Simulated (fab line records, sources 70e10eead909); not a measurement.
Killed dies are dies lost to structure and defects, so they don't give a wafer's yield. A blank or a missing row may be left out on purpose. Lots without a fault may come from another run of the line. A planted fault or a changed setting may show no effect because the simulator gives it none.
Chamber matching | flow nand_harc | NHARC_A_STAIRCASE_DEP_322 on pecvd-02: 3 sister chambers
The step deposits SiO2, target thk 7200 nm. 3 wafers are shown with their chamber, then 7 later ones without.

WAFERS WITH THEIR CHAMBER
wafer  | chamber | heater_power_w (W)
L087.1 | 2       | 646
L091.1 | 1       | 695
L091.2 | 0       | 773

WAFERS WITHOUT THEIR CHAMBER
wafer  | heater_power_w (W)
L091.4 | 579
L096.1 | 792
L096.2 | 642
L096.5 | 650
L097.2 | 638
L097.4 | 545
L097.6 | 585

WHICH CHAMBER EACH WENT THROUGH
wafer  | from the rows above     | in truth
L091.4 | can't be placed: 2 or 1 | 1
L096.1 | can't be placed: 0 or 1 | 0
L096.2 | can't be placed: 2 or 1 | 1
L096.5 | can't be placed: 2 or 1 | 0
L097.2 | can't be placed: 2 or 1 | 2
L097.4 | can't be placed: 2 or 1 | 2
L097.6 | can't be placed: 2 or 1 | 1
Placed correctly: 0 of 7. Can't be placed from these rows: 7 (the true chamber is among the candidates in 6). Placed wrongly: 0.
How it was worked out, from the rows above alone: a wafer's distance from a chamber is the root of the sum, over the readings, of the square of ((its reading less the chamber's mean) divided by the reading's scatter). The wafer belongs to the nearest chamber; if the next one is less than 2 further off, it can't be placed. A chamber's mean is the mean of its shown wafers. The scatter: with one shown wafer a chamber, the root of the mean of the squares of how far each hidden wafer lies from its nearest shown one.
